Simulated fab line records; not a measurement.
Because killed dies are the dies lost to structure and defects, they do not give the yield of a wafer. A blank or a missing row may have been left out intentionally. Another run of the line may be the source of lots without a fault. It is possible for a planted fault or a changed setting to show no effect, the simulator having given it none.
Which tool did it? + flow nand harc + 11 lots with 33 wafers sampled at 5 steps, on a route of 1302 steps

## WHAT THE GAUGES READ, wafer by wafer
NHARC_END_SORT_01.
| lot  | measured     | on        | killed at array |
|------|--------------|-----------|-----------------|
| L791 | day 28 21:23 | prober-01 | 676 670 668     |
| L792 | day 29 19:37 | prober-02 | 675 674 675     |

## EACH LOT AND THE TOOL THAT RAN IT (in order: tool; ch and the chambers of the sampled wafers; start)
| lot  | NHARC_A_CONTACT_ETCH_48            | NHARC_A_CONTACT_ETCH_51            | NHARC_A_CONTACT_ETCH_114             | NHARC_A_CONTACT_ETCH_115             |
|------|------------------------------------|------------------------------------|--------------------------------------|--------------------------------------|
| L780 | rie diel-13 ch 0,1,2, day 21 06:01 | rie diel-13 ch 1,2,3, day 21 06:46 | har cap etch-03 ch 0,1, day 21 08:25 | har cap etch-03 ch 0,1, day 21 08:35 |
| L781 | rie diel-04 ch 1,2,3, day 22 04:18 | rie diel-04 ch 1,2,3, day 22 04:58 | har cap etch-02 ch 0,1, day 22 06:36 | har cap etch-02 ch 0,1, day 22 06:46 |
| L791 | rie diel-13 ch 0,3, day 25 19:49   | rie diel-13 ch 2,3, day 25 20:20   | har cap etch-01 ch 0,1, day 25 22:07 | har cap etch-01 ch 0,1, day 25 22:17 |
| L792 | rie diel-04 ch 1,2,3, day 26 17:26 | rie diel-04 ch 0,2, day 26 17:56   | har cap etch-02 ch 0,1, day 26 19:41 | har cap etch-02 ch 0,1, day 26 19:51 |
| L795 | rie diel-13 ch 1,2,3, day 27 14:17 | rie diel-13 ch 1,2,3, day 27 14:49 | har cap etch-01 ch 0,1, day 27 16:37 | har cap etch-01 ch 0,1, day 27 16:50 |
| L796 | rie diel-13 ch 0,1,2, day 28 19:50 | rie diel-13 ch 0,1,2, day 28 20:35 | har cap etch-03 ch 0,1, day 28 22:08 | har cap etch-03 ch 0,1, day 28 22:19 |
| L798 | rie diel-04 ch 0,1, day 29 08:10   | rie diel-04 ch 1,3, day 29 08:41   | har cap etch-02 ch 0,1, day 29 10:28 | har cap etch-02 ch 0,1, day 29 10:38 |
| L801 | rie diel-04 ch 0,1, day 29 14:19   | rie diel-04 ch 0,2,3, day 29 14:59 | har cap etch-02 ch 0,1, day 29 17:02 | har cap etch-02 ch 0,1, day 29 17:13 |
| L800 | rie diel-04 ch 0,2, day 29 14:58   | rie diel-04 ch 0,2,3, day 29 17:04 | har cap etch-01 ch 0,1, day 29 19:04 | har cap etch-01 ch 0,1, day 29 19:14 |
| L802 | rie diel-04 ch 0,2,3, day 30 06:04 | rie diel-04 ch 0,2, day 30 07:08   | har cap etch-02 ch 0,1, day 30 08:48 | har cap etch-02 ch 0,1, day 30 08:58 |
| L803 | rie diel-04 ch 2,3, day 30 23:53   | rie diel-04 ch 0,3, day 31 00:25   | har cap etch-03 ch 0,1, day 31 02:10 | har cap etch-03 ch 0,1, day 31 02:20 |
- NHARC_A_CONTACT_ETCH_48: etches the open film in CF4, target depth 39 nm, time 65 s.
- NHARC_A_CONTACT_ETCH_51: etches the open film in O2/COS, target depth 7000 nm, time 1820 s.
- NHARC_A_CONTACT_ETCH_114: etches the open film in C4F8/O2/Ar, time 190 s, target depth 1850 nm.
- NHARC_A_CONTACT_ETCH_115: etches the open film in C4F8/O2/Ar, time 190 s, target depth 1850 nm.

## THE ANSWER, worked out from the rows above alone
Rule: the usual values come from the lots themselves. The widest of any qualifying gaps counts: lots, ordered by their means at a reading, are off when they make up no more than a third of the lots, leave a main group of 4 or more, and stand apart from it by 3 or more times the standard deviation of that group's means. The tables above print the reading to a certain number of digits; a main group whose means all agree to those digits is not used. Also off: a lot with no number at a reading for which 4 or more lots have one. Where the step has rows for the other lots, those lots are counted as sound.
No lot is off on any of the readings shown, so nothing can be concluded from this.

## WHAT WAS PUT IN BY THE SIMULATOR
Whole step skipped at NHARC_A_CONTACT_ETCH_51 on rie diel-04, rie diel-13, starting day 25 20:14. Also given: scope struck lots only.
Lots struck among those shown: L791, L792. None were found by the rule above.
